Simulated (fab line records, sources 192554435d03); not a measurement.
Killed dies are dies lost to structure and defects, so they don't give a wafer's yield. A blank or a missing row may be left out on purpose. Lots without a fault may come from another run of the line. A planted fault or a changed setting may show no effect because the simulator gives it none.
A struck lot beside a sound one | flow n5_finfet | 14 steps out of a route of 1938
Sound: wafers L415.1, L415.5, L415.6. Struck: wafers L421.1, L421.2, L421.6. The cause comes at the end.
At each step with rows: each side's tool, then ch and its chambers, then its first start. Under that, the readings that differ: sound wafers | struck wafers | difference of the means | sigmas: that difference in standard deviations of wafers without a fault.
alike: readings whose means differ by less than 2 such deviations, and words and numbers that are the same on both sides. not compared: withheld readings, readings that some wafer has no value for, bounds like >300 that may hide the same value, and numbers for which the record gives no deviation and whose values overlap.
The two part at a step that has a row with sigmas, a row that says differs or no value, or rows on one side only. Numbers that don't overlap but have no deviation are shown without sigmas and don't part them. A reading that every wafer of one side lacks parts them only if that side has two wafers or more.

N5_BEOL_M1_STRIP_66: strips in CF4.
  sound on rie_diel-03 ch 0,3, day 6 15:42; struck on rie_diel-04 ch 0,2,3, day 8 01:06
  alike: cf4_flow_sccm, drypump_motor_current_A, oes_product_au, power_w, rf_vpp_V, showerhead_plenum_p_Torr, throttle_valve_pct
  not compared: rf_hours_counter_h
N5_BEOL_M1_HM_OPEN_17: chemistry Cl2/BCl3, target TiN, target depth 20 nm, overetch 6 nm.
  sound on rie_metal-02 ch 0,1, day 6 15:44; struck on rie_metal-01 ch 0,1, day 8 01:08
  reading               | sound          | struck         | difference | sigmas
  oes_product_au (a.u.) | 0.79 0.79 0.74 | 0.60 0.55 0.54 | -0.21      | -2
  alike: drypump_motor_current_A, mfc_cl2_sccm, throttle_valve_pct
  not compared: rf_hours_counter_h
N5_BEOL_M1_STRIP_19: strips in O2.
  sound on rie_diel-04 ch 2,3, day 6 15:53; struck on rie_diel-01 ch 2,3, day 8 01:16
  alike: drypump_motor_current_A, oes_product_au, rf_vpp_V, showerhead_plenum_p_Torr, throttle_valve_pct
  not compared: rf_hours_counter_h
N5_BEOL_M1_CD_MEAS_18: pitch 36 nm, target cd 18 nm.
  sound on cd_sem-02, day 6 15:59; struck on cd_sem-01, day 8 01:20
  alike: cd_nm
then, 8 steps without rows for these wafers: N5_BEOL_M1_COAT_67 (time 60 s, resist thk 60 nm); N5_BEOL_M1_COAT_68 (time 60 s, resist thk 12 nm); N5_BEOL_M1_COAT_76 (time 60 s, resist thk 5 nm); N5_BEOL_M1_COAT_22 (resist thk 30 nm); N5_BEOL_M1_EBR_24; N5_BEOL_M1_SOFTBAKE_23 (time 60 s); N5_BEOL_M1_EXPOSE_25 (exposes mask V0, defocus 5 nm, target cd 24 nm); N5_BEOL_M1_PEB_26 (peb time 60 s).
N5_BEOL_M1_DEVELOP_27: develop time 30 s.
  sound on litho_track-04 ch 0, day 6 16:22; struck on litho_track-01, day 8 01:43
  no value came back on the struck wafers for chill_plate_temp_C (C), develop_time_s (s), developer_temp_C (C), resist_line_temp_C (C); on the sound wafers chill_plate_temp_C (C) reads 23.07 23.04 22.92
  reading                                      | sound          | struck         | difference | sigmas
  model.CAR-EUV_of_BEOL_M1_COAT_22.thk_nm (nm) | 29.6 29.6 29.6 | 30.2 30.2 30.2 | +0.6       |
N5_BEOL_M1_CD_MEAS_28: target cd y 23.3 nm.
  sound on cd_sem-01 ch 0, day 6 16:25; struck on cd_sem-01 ch 0, day 8 01:46
  reading    | sound             | struck | difference                    | sigmas
  cd_nm (nm) | 23.84 24.17 23.84 | - - -  | no value on the struck wafers |

WHERE THEY PART
First at N5_BEOL_M1_HM_OPEN_17; last, within this record, at N5_BEOL_M1_CD_MEAS_28.

WHY: what the simulator had put in
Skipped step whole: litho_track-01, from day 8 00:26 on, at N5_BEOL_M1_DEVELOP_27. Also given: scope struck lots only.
